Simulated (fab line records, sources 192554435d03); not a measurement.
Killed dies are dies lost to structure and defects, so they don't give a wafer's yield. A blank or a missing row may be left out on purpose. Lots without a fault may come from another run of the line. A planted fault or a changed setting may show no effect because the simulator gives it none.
A struck lot beside a sound one | flow n5_finfet | 15 steps out of a route of 1938
Sound: wafers L170.2, L170.5, L170.6. Struck: wafers L165.1, L165.4, L165.5. The cause comes at the end.
At each step with rows: each side's tool, then ch and its chambers, then its first start. Under that, the readings that differ: sound wafers | struck wafers | difference of the means | sigmas: that difference in standard deviations of wafers without a fault.
alike: readings whose means differ by less than 2 such deviations, and words and numbers that are the same on both sides. not compared: withheld readings, readings that some wafer has no value for, bounds like >300 that may hide the same value, and numbers for which the record gives no deviation and whose values overlap.
The two part at a step that has a row with sigmas, a row that says differs or no value, or rows on one side only. Numbers that don't overlap but have no deviation are shown without sigmas and don't part them. A reading that every wafer of one side lacks parts them only if that side has two wafers or more.

first, 11 steps without rows for these wafers: N5_FIN_SAQP_HM_OPEN_73 (chemistry CHF3/O2, target SiO2, stops on a-Si, target depth 12 nm, time 16.8 s); N5_FIN_SAQP_STRIP_74 (strips in CHF3/O2); N5_FIN_SAQP_MANDREL_ETCH_22 (etches a-Si in HBr/Cl2, stops on SiNx, target depth 60 nm, bt time 10 s, time 30 s); N5_FIN_SAQP_STRIP_55 (strips in N2/H2); N5_FIN_SAQP_STRIP_23 (strips in SPM, time 750 s); N5_FIN_SAQP_SRD_66 (time 30 s); N5_FIN_SAQP_RECESS_75 (chemistry HF/NH3, target SiO2, target depth 14.4 nm, afs cycles 3, sublimation time 60 s); N5_FIN_SAQP_SPACER1_ALD_24 (deposits SiO2, target thk 20.3 nm, pulse time 1 s, purge time 2 s); N5_FIN_SAQP_SPACER1_ETCHBACK_25 (etches SiO2 in CHF3/O2, target depth 24.4 nm, time 12.2 s); N5_FIN_SAQP_MANDREL1_REMOVE_56 (chemistry HBr/Cl2/O2, target a-Si, stops on SiNx, bt time 10 s); N5_FIN_SAQP_ETCH_57 (etches SiNx in CH3F/O2, target depth 32.5 nm, time 46.4 s).
N5_FIN_SAQP_ETCH_65: etches SiO2 in CF4, target depth 4 nm, time 4.4 s.
  sound on rie_si-03 ch 0,1,2, day 7 06:42; struck on rie_si-03 ch 0,1,3, day 6 00:37
  no value came back on the struck wafers for any of 5 readings (bias_w (W), cf4_flow_sccm (sccm) and others); on the sound wafers bias_w (W) reads 398.1 400.4 401.2
  not compared: rf_hours_counter_h
then, 1 step without rows for these wafers: N5_FIN_SAQP_MANDREL_ETCH_58 (etches a-Si in HBr/Cl2, stops on SiNx, target depth 45 nm, bt time 10 s, time 27 s).
N5_BEOL_M4_RC_MEAS_101:
  the record has rows for the sound wafers here (prober-01 ch 0, day 13 12:10) and none for the struck ones
-- the record jumps here: 11 days lie between the struck wafers' starts before and after (it left off in module BEOL_M4 and takes up again in module PASSIVATION, whose first step shown is number 1936 of the route) --
N5_PASSIVATION_PROBE_49:
  sound on prober-01, day 17 23:06; struck on prober-02, day 16 20:14
  reading                  | sound          | struck         | difference | sigmas
  defect_limited_yield (%) | 90.9 92.0 92.0 | 0 0 0          | -92        | -57
  killed_at_front_end      | 51 43 48       | 1137 1114 1109 | +1073      | +98
  killed_dies              | 107 94 94      | 1180 1180 1180 | +1082      | +57
  killed_on_rim            | 16 15 14       | 152 152 152    | +137       | +35
  sort_bin_5_function (%)  | 5.5 4.0 5.1    | 96.3 96.0 96.1 | +91.3      | +83
  sort_n_pass              | 1073 1086 1086 | 0 0 0          | -1082      | -57
  sort_yield_pct (%)       | 90.9 92.0 92.0 | 0 0 0          | -92        | -57
  alike: killed_at_M0_to_M3, killed_at_M4_up, killed_at_contacts, killed_at_other, killed_open, killed_short, sort_bin_6_memory

WHERE THEY PART
First at N5_FIN_SAQP_ETCH_65; last, within this record, at N5_PASSIVATION_PROBE_49.

WHY: what the simulator had put in
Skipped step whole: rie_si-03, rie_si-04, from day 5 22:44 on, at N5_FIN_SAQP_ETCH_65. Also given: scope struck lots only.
